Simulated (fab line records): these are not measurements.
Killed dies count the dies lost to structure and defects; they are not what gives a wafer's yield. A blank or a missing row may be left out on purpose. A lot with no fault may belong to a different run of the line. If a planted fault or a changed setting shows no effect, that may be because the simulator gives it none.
fab line records / flow n5-finfet
[record] lots = 5 wafers = 15 last-day = 17
route steps=1938 shown BEOL_M13@1706 BEOL_M14@1716 PASSIVATION@1936
lots that met no fault: taken from a fault-free run of the same line
start-h: hours from the record's opening day to when the first of the lot's shown wafers began / wait-h: hours from the lot's prior step to this one / " same as the row above / L1.1+2: several wafers, shown together as one row / - no value present, or no start provided / * or withheld: withheld / < > ~ a bound
route shown NAME@n: names a module that has steps shown in the file, with the first one's number in the route / usual: mean and standard deviation over wafers with no fault / same: alike in all rows / chamber/n: place in a boat / sites: per-site readings / _std_site: the values' standard deviation / _edge_site: outer sites' mean less inner sites' / radius-mm: for every site, how far away it sits from the centre of the wafer / mask NAME#n: copy n / behind: tool/chamber where the wafer was last shaped / hold: why the lot went on hold/how many hours it stayed there/how the hold came to an end / device: names the non-switching transistor (n, p or np) / end of line: the route-end tests of the same wafers / where a step has no rows: the recipe by itself / killed: at the first sort, the dies lost to defects and structure; wafer yield is something else / map: a wafer's dies, x killed, . not, _ none there
set.NAME: setting as actually run; set.NAME@STEP: the setting as run at that earlier step / model.NAME: the simulator's own value behind a step, which no gauge read
certain route steps with their lots: each step a table, each wafer a row
services: a tool's chamber out of use, with start hour (start-h, from the record's first day; less than 0 if before it), hours out, and reason
[[steps]]
[step N5_BEOL_M13_SPUTTER_44]
[recipe] material = Ta target-thk-a = 100 temp-c = 50 bias-v = 80 power-w = 15000 chamber-pressure-pa = 0.07 time-s = 16.13
[step N5_BEOL_M13_SPUTTER_45]
[recipe] material = Cu target-thk-a = 800 temp-c = -20 bias-v = 60 power-w = 26000 chamber-pressure-pa = 0.13 time-s = 13.33
[step N5_BEOL_M13_ECD_47]
[recipe] material = Cu target-thk-a = 9360
[step N5_BEOL_M13_ANNEAL_48]
[recipe] temp-c = 225 time-s = 90 ambient = N2
[step N5_BEOL_M13_CMP_49]
[recipe] stop-on = SiOC t-overpolish-s = 17.1 down-force-psi = 1 platen-rpm = 50 clearing-platen-down-force-psi = 1.5 clearing-platen-rpm = 50 post-cmp-clean = cu-alkaline target-thk-nm = 420 clearing-platen-pad-velocity-m-s = 0.99484 pad-velocity-m-s = 0.99484
[step N5_BEOL_M13_PRE_CLEAN_52]
[recipe] gas = NH3 time-s = 15 temp-c = withheld rf-power-w = 300
[step N5_BEOL_M13_DEP_53]
[recipe] material = SiCN target-thk-a = 500 temp-c = withheld precursor = 3MS/NH3 pressure-torr = 3 rf-w = 675 time-s = 17.8
[step N5_BEOL_M14_ILD_DEP_00]
[recipe] material = SiO2 target-thk-a = 11193 temp-c = 400 precursor = TEOS/O2 pressure-torr = 6.5 rf-w = 900 teos-flow-sccm = 161.4 gas = O2 flow-sccm = 2650 time-s = 237.4
[step N5_BEOL_M14_COAT_58]
[recipe] resist = BARC temp-c = 205 time-s = 60 spin-rpm = 1500 resist-thk-nm = 89
[usual] heater-power-total-W = 391.7/1.3 spin-speed-rpm = 1500.1/0.95
lot.wafer=L635.2 tool=litho-track-02 chamber=0 start-h=229.92 wait-h=0.0 heater-power-total-W=389.5 spin-speed-rpm=1500.3 model.BARC_of_BEOL_M14_COAT_58.thk-nm=88.8
lot.wafer=L635.3 tool=litho-track-02 chamber=0 start-h=229.92 wait-h=0.0 heater-power-total-W=393.4 spin-speed-rpm=1500.2 model.BARC_of_BEOL_M14_COAT_58.thk-nm=88.8
lot.wafer=L635.5 tool=litho-track-02 chamber=0 start-h=229.92 wait-h=0.0 heater-power-total-W=392.7 spin-speed-rpm=1500.4 model.BARC_of_BEOL_M14_COAT_58.thk-nm=89
lot.wafer=L647.1 tool=litho-track-02 chamber=0 start-h=319.01 wait-h=0.0 heater-power-total-W=390.2 spin-speed-rpm=1702.1 model.BARC_of_BEOL_M14_COAT_58.thk-nm=83.8
lot.wafer=L647.2 tool=litho-track-02 chamber=0 start-h=319.01 wait-h=0.0 heater-power-total-W=392.1 spin-speed-rpm=1705.2 model.BARC_of_BEOL_M14_COAT_58.thk-nm=83.8
lot.wafer=L647.4 tool=litho-track-02 chamber=0 start-h=319.01 wait-h=0.0 heater-power-total-W=392.7 spin-speed-rpm=1703.4 model.BARC_of_BEOL_M14_COAT_58.thk-nm=83.8
lot.wafer=L648.2 tool=litho-track-02 chamber=0 start-h=338.45 wait-h=0.0 heater-power-total-W=392.0 spin-speed-rpm=1703.6 model.BARC_of_BEOL_M14_COAT_58.thk-nm=83.8
lot.wafer=L648.3 tool=litho-track-02 chamber=0 start-h=338.45 wait-h=0.0 heater-power-total-W=390.6 spin-speed-rpm=1704.0 model.BARC_of_BEOL_M14_COAT_58.thk-nm=83.8
lot.wafer=L648.4 tool=litho-track-02 chamber=0 start-h=338.45 wait-h=0.0 heater-power-total-W=391.0 spin-speed-rpm=1704.3 model.BARC_of_BEOL_M14_COAT_58.thk-nm=84
lot.wafer=L649.1 tool=litho-track-02 chamber=0 start-h=339.12 wait-h=0.0 heater-power-total-W=393.0 spin-speed-rpm=1705.6 model.BARC_of_BEOL_M14_COAT_58.thk-nm=83.4
lot.wafer=L649.2 tool=litho-track-02 chamber=0 start-h=339.12 wait-h=0.0 heater-power-total-W=392.8 spin-speed-rpm=1704.4 model.BARC_of_BEOL_M14_COAT_58.thk-nm=83.8
lot.wafer=L649.5 tool=litho-track-02 chamber=0 start-h=339.12 wait-h=0.0 heater-power-total-W=393.2 spin-speed-rpm=1704.7 model.BARC_of_BEOL_M14_COAT_58.thk-nm=83.6
lot.wafer=L655.1 tool=litho-track-03 chamber=0 start-h=371.26 wait-h=0.0 heater-power-total-W=391.7 spin-speed-rpm=1499.9 model.BARC_of_BEOL_M14_COAT_58.thk-nm=89.2
lot.wafer=L655.2 tool=litho-track-03 chamber=0 start-h=371.26 wait-h=0.0 heater-power-total-W=390.4 spin-speed-rpm=1498.3 model.BARC_of_BEOL_M14_COAT_58.thk-nm=89.4
lot.wafer=L655.3 tool=litho-track-03 chamber=0 start-h=371.26 wait-h=0.0 heater-power-total-W=393.2 spin-speed-rpm=1498.2 model.BARC_of_BEOL_M14_COAT_58.thk-nm=89.2
[step N5_BEOL_M14_COAT_04]
[recipe] spin-rpm = 1704 resist-thk-nm = 800
[step N5_BEOL_M14_EBR_06]
[recipe] solvent = PGMEA ebr-width-mm = 1.5
[step N5_BEOL_M14_SOFTBAKE_05]
[recipe] temp-c = 130 time-s = 60
[step N5_BEOL_M14_EXPOSE_07]
[recipe] mask-id = V13 na = 0.8 source-shape = annular sigma-inner = 0.5 sigma-outer = 0.8 polarization = unpolarized attpsm-phase-deg = 180 dose-mj = 57
[step N5_BEOL_M14_PEB_08]
[recipe] peb-temp-c = 130 peb-time-s = 90
[step N5_BEOL_M14_DEVELOP_09]
[recipe] develop-time-s = 45 rinse-liquid = diw dry = air-spin dev-temp-c = 21
[step N5_BEOL_M14_HARDBAKE_14]
[recipe] temp-c = 130 time-s = 120
[step N5_BEOL_M14_DESCUM_15]
[recipe] chemistry = O2 time-s = 7.9 source-power-w = 50 bias-power-w = 20 pressure-mtorr = 20 rf-frequency-hz = 2.712e+07 temp-c = 40 o2-flow-sccm = 225
[step N5_BEOL_M14_ETCH_59]
[recipe] chemistry = N2/H2 target = BARC target-depth-a = 890 overetch-a = 267 time-s = 67.9 ion-energy-ev = 200 pressure-mtorr = 30 source-w = 840 bias-w = 150 n2-flow-sccm = 200 h2-flow-sccm = 200
[usual] bias-w = 150.1/0.44 drypump-motor-current-A = 5.6/0.46 n2-flow-sccm = 200.1/0.63 oes-product-au = 0.71/0.055 rf-vpp-V = 523.5/1.7 showerhead-plenum-p-Torr = 2.54/0.053 throttle-valve-pct = 17.93/0.27
lot.wafer=L635.2 tool=rie-diel-03 chamber=1 start-h=230.32 wait-h=0.0 bias-w=149.8 drypump-motor-current-A=6.3 n2-flow-sccm=200.0 oes-product-au=0.69 rf-hours-counter-h=99 rf-vpp-V=524.1 showerhead-plenum-p-Torr=2.57 throttle-valve-pct=17.94 model.etch.depth-nm=88.85
lot.wafer=L635.3 tool=rie-diel-03 chamber=3 start-h=230.32 wait-h=0.0 bias-w=150.7 drypump-motor-current-A=5.4 n2-flow-sccm=200.3 oes-product-au=0.73 rf-hours-counter-h=46 rf-vpp-V=526.0 showerhead-plenum-p-Torr=2.60 throttle-valve-pct=18.02 model.etch.depth-nm=88.89
lot.wafer=L635.5 tool=rie-diel-03 chamber=1 start-h=230.32 wait-h=0.0 bias-w=150.2 drypump-motor-current-A=6.4 n2-flow-sccm=199.7 oes-product-au=0.69 rf-hours-counter-h=- rf-vpp-V=524.2 showerhead-plenum-p-Torr=2.57 throttle-valve-pct=17.94 model.etch.depth-nm=88.98
lot.wafer=L647.1 tool=rie-diel-04 chamber=0 start-h=319.58 wait-h=0.0 bias-w=150.7 drypump-motor-current-A=4.8 n2-flow-sccm=199.7 oes-product-au=0.64 rf-hours-counter-h=125 rf-vpp-V=523.2 showerhead-plenum-p-Torr=2.52 throttle-valve-pct=17.56 model.etch.depth-nm=83.74
lot.wafer=L647.2 tool=rie-diel-04 chamber=3 start-h=319.58 wait-h=0.0 bias-w=149.8 drypump-motor-current-A=6.3 n2-flow-sccm=199.7 oes-product-au=0.75 rf-hours-counter-h=24 rf-vpp-V=524.8 showerhead-plenum-p-Torr=2.61 throttle-valve-pct=17.76 model.etch.depth-nm=83.84
lot.wafer=L647.4 tool=rie-diel-04 chamber=2 start-h=319.58 wait-h=0.0 bias-w=149.9 drypump-motor-current-A=5.5 n2-flow-sccm=199.2 oes-product-au=0.68 rf-hours-counter-h=76 rf-vpp-V=521.9 showerhead-plenum-p-Torr=2.48 throttle-valve-pct=18.10 model.etch.depth-nm=83.87
lot.wafer=L648.2 tool=rie-diel-03 chamber=1 start-h=338.85 wait-h=0.0 bias-w=150.9 drypump-motor-current-A=6.3 n2-flow-sccm=201.2 oes-product-au=0.64 rf-hours-counter-h=139 rf-vpp-V=521.9 showerhead-plenum-p-Torr=2.55 throttle-valve-pct=18.00 model.etch.depth-nm=83.78
lot.wafer=L648.3 tool=rie-diel-03 chamber=0 start-h=338.85 wait-h=0.0 bias-w=150.1 drypump-motor-current-A=5.8 n2-flow-sccm=200.4 oes-product-au=0.72 rf-hours-counter-h=52 rf-vpp-V=522.1 showerhead-plenum-p-Torr=2.48 throttle-valve-pct=17.64 model.etch.depth-nm=83.71
lot.wafer=L648.4 tool=rie-diel-03 chamber=2 start-h=338.85 wait-h=0.0 bias-w=149.9 drypump-motor-current-A=5.4 n2-flow-sccm=199.4 oes-product-au=0.75 rf-hours-counter-h=- rf-vpp-V=524.1 showerhead-plenum-p-Torr=2.58 throttle-valve-pct=17.67 model.etch.depth-nm=84
lot.wafer=L649.1 tool=rie-diel-04 chamber=0 start-h=339.86 wait-h=0.0 bias-w=149.9 drypump-motor-current-A=4.8 n2-flow-sccm=200.9 oes-product-au=0.64 rf-hours-counter-h=132 rf-vpp-V=524.4 showerhead-plenum-p-Torr=2.51 throttle-valve-pct=17.55 model.etch.depth-nm=83.39
lot.wafer=L649.2 tool=rie-diel-04 chamber=2 start-h=339.86 wait-h=0.0 bias-w=150.0 drypump-motor-current-A=5.5 n2-flow-sccm=199.3 oes-product-au=0.68 rf-hours-counter-h=83 rf-vpp-V=522.1 showerhead-plenum-p-Torr=2.48 throttle-valve-pct=18.11 model.etch.depth-nm=83.82
lot.wafer=L649.5 tool=rie-diel-04 chamber=2 start-h=339.86 wait-h=0.0 bias-w=150.3 drypump-motor-current-A=5.5 n2-flow-sccm=199.5 oes-product-au=0.68 rf-hours-counter-h=- rf-vpp-V=520.3 showerhead-plenum-p-Torr=2.48 throttle-valve-pct=18.11 model.etch.depth-nm=83.69
lot.wafer=L655.1 tool=rie-diel-03 chamber=3 start-h=371.80 wait-h=0.0 bias-w=149.9 drypump-motor-current-A=5.5 n2-flow-sccm=200.7 oes-product-au=0.69 rf-hours-counter-h=90 rf-vpp-V=524.3 showerhead-plenum-p-Torr=2.58 throttle-valve-pct=18.11 model.etch.depth-nm=89.14
lot.wafer=L655.2 tool=rie-diel-03 chamber=1 start-h=371.80 wait-h=0.0 bias-w=149.5 drypump-motor-current-A=6.3 n2-flow-sccm=200.8 oes-product-au=0.65 rf-hours-counter-h=152 rf-vpp-V=524.9 showerhead-plenum-p-Torr=2.54 throttle-valve-pct=18.04 model.etch.depth-nm=89.32
lot.wafer=L655.3 tool=rie-diel-03 chamber=0 start-h=371.80 wait-h=0.0 bias-w=149.8 drypump-motor-current-A=5.8 n2-flow-sccm=199.4 oes-product-au=0.72 rf-hours-counter-h=64 rf-vpp-V=521.3 showerhead-plenum-p-Torr=2.48 throttle-valve-pct=17.66 model.etch.depth-nm=89.24
[step N5_BEOL_M14_VIA_ETCH_16]
[recipe] chemistry = C4F8/O2/Ar target = SiO2 he-inner-torr = 15 he-outer-torr = 30 target-depth-a = 12313 time-s = withheld ion-energy-ev = 800 pressure-mtorr = 20 source-w = 1905 bias-w = 2040 Ar_flow_sccm = 400 C4F8_flow_sccm = 16 O2_flow_sccm = 12 ends = cleared
[step N5_PASSIVATION_PROBE_49]
[usual] defect-limited-yield = 91.3/1.5 killed_at_M0_to_M3 = 33/12 killed_at_M4_up = 15/5.2 killed-at-contacts = 12/5.1 killed-at-front-end = 39/11 killed-at-other = 5/3.6 killed-dies = 103/18 killed-on-rim = 14/4.3 killed-open = 67/13 killed-short = 33/7.8 sort_bin_5_function = 5.1/0.96 sort_bin_6_memory = 3.2/0.71 sort-n-pass = 1077/18 sort-yield-pct = 91.3/1.5
[same] gross-dies = 1180 killed-at-back-side = 0 sort_bin_4_leakage[%] = 0 sort_bin_8_speed[%] = 0
lot.wafer=L647.1 tool=prober-02 chamber=- start-h=348.79 wait-h=0.0 defect-limited-yield[%]=87.5 killed_at_M0_to_M3=38 killed_at_M4_up=8 killed-at-contacts=13 killed-at-front-end=84 killed-at-other=5 killed-dies=148 killed-on-rim=21 killed-open=92 killed-short=40 sort_bin_5_function[%]=6.4 sort_bin_6_memory[%]=4.3 sort-n-pass=1032 sort-yield-pct[%]=87.5
// killed by level:class
L647.1 FIN_SAQP:geometric-particle:open=17 STI_FIN_REVEAL:geometric-particle:open=16 HKMG_FIN:area-etch=16 MOL_CONTACT_COAG:geometric-particle:open=11 GATE_CUT:geometric-particle:short=8 FIN_SAQP:geometric-particle:short=7 GATE_CUT:geometric-particle:open=7 BEOL_M0_SAQP:geometric-particle:short=7
[[services]]
tool=rie-diel-03 chamber=2 start-h=222.26 hours=- kind=clean
tool=rie-diel-03 chamber=2 start-h=222.26 hours=- kind=consumable-replace:focus-ring
tool=rie-diel-03 chamber=2 start-h=222.26 hours=19.4 kind=scheduled-down
tool=rie-diel-03 chamber=2 start-h=222.26 hours=19.4 kind=vent-cycle
tool=rie-diel-04 chamber=3 start-h=229.79 hours=- kind=clean
tool=rie-diel-04 chamber=3 start-h=229.79 hours=- kind=consumable-replace:focus-ring
tool=rie-diel-04 chamber=3 start-h=229.79 hours=18.8 kind=scheduled-down
tool=rie-diel-04 chamber=3 start-h=229.79 hours=18.8 kind=vent-cycle
tool=rie-diel-04 chamber=2 start-h=277.62 hours=3.7 kind=repair
tool=rie-diel-03 chamber=3 start-h=328.53 hours=19.9 kind=repair
[[key]]
[first-sign] step = N5_BEOL_M14_COAT_58 reading = spin-speed-rpm direction = up sigmas = 99+ usual = * struck = *
effect none on later readings
[model-effect] step = N5_BEOL_M14_COAT_58 value = BARC_of_BEOL_M14_COAT_58.thk-nm without = 89.27 struck = 83.76
[model-effect] step = N5_BEOL_M14_ETCH_59 value = etch.depth-nm without = 89.27 struck = 83.76
met-at N5_BEOL_M14_COAT_58
struck-wafers L647.1,L647.2,L647.4,L648.2,L648.3,L648.4,L649.1,L649.2,L649.5
[baseline-loss] step = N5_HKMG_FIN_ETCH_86 wafers = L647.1
onset-between 229.92 319.01
[fault] kind = process-parameter-drift tool = litho-track-02 chamber = - onset-h = 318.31 steps = N5_BEOL_M14_COAT_58 channel = spin-rpm offset = * shape = step end-h = 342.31 acts-in = * stated = *
// baseline-loss: these wafers lose ten dies or more at that step, a loss of the line's own and not of a fault; the sort's usual values leave them out
